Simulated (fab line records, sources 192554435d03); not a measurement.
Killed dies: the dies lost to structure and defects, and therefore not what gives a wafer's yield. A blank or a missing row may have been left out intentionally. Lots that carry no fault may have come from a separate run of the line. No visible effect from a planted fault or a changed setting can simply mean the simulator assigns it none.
Matching of chambers + flow n5-finfet + 4 sister chambers for N5_GATE_CUT_STRIP_59 on rie-diel-06
The step strips in N2/H2, time 20 s. 8 wafers are shown with their chamber, then 11 later ones without.

## WAFERS, EACH WITH ITS CHAMBER
| wafer  | chamber | showerhead-plenum-p-Torr (Torr) | drypump-motor-current-A (A) |
|--------|---------|---------------------------------|-----------------------------|
| L084.3 | 0       | 3.18                            | 4.9                         |
| L084.4 | 1       | 3.45                            | 5.9                         |
| L087.4 | 2       | 3.33                            | 6.3                         |
| L087.5 | 3       | 3.43                            | 6.3                         |
| L088.1 | 2       | 3.33                            | 6.4                         |
| L088.3 | 3       | 3.43                            | 6.3                         |
| L088.4 | 1       | 3.45                            | 5.9                         |
| L092.2 | 0       | 3.17                            | 5.0                         |

## WAFERS WHOSE CHAMBER IS MISSING
| wafer  | showerhead-plenum-p-Torr (Torr) | drypump-motor-current-A (A) |
|--------|---------------------------------|-----------------------------|
| L092.3 | 3.33                            | 6.4                         |
| L092.4 | 3.43                            | 6.3                         |
| L093.1 | 3.17                            | 4.9                         |
| L093.3 | 3.32                            | 6.3                         |
| L093.6 | 3.43                            | 6.3                         |
| L094.2 | 3.42                            | 6.3                         |
| L094.3 | 3.45                            | 5.9                         |
| L094.5 | 3.44                            | 5.9                         |
| L096.1 | 3.44                            | 5.8                         |
| L096.3 | 3.42                            | 6.3                         |
| L096.5 | 3.44                            | 5.9                         |

## WHICH CHAMBER EACH WENT THROUGH
| wafer  | from the rows above | in truth |
|--------|---------------------|----------|
| L092.3 | 2                   | 2        |
| L092.4 | 3                   | 3        |
| L093.1 | 0                   | 0        |
| L093.3 | 2                   | 2        |
| L093.6 | 3                   | 3        |
| L094.2 | 3                   | 3        |
| L094.3 | 1                   | 1        |
| L094.5 | 1                   | 1        |
| L096.1 | 1                   | 1        |
| L096.3 | 3                   | 3        |
| L096.5 | 1                   | 1        |
Correct placement for 11 of the 11. Number that these rows cannot place: 0. Number placed wrongly: 0.
How it was worked out, from the rows above alone: a wafer's distance from a chamber is the root of the sum, over the readings, of the square of ((its reading less the chamber's mean) divided by the reading's scatter). The wafer belongs to the nearest chamber; if the next one is less than 2 further off, it can't be placed. A chamber's mean is the mean of its shown wafers. How the scatter is found: for the shown wafers, subtract from each reading the mean of its chamber, square and add these, divide the total by (wafers less chambers), then take the root.
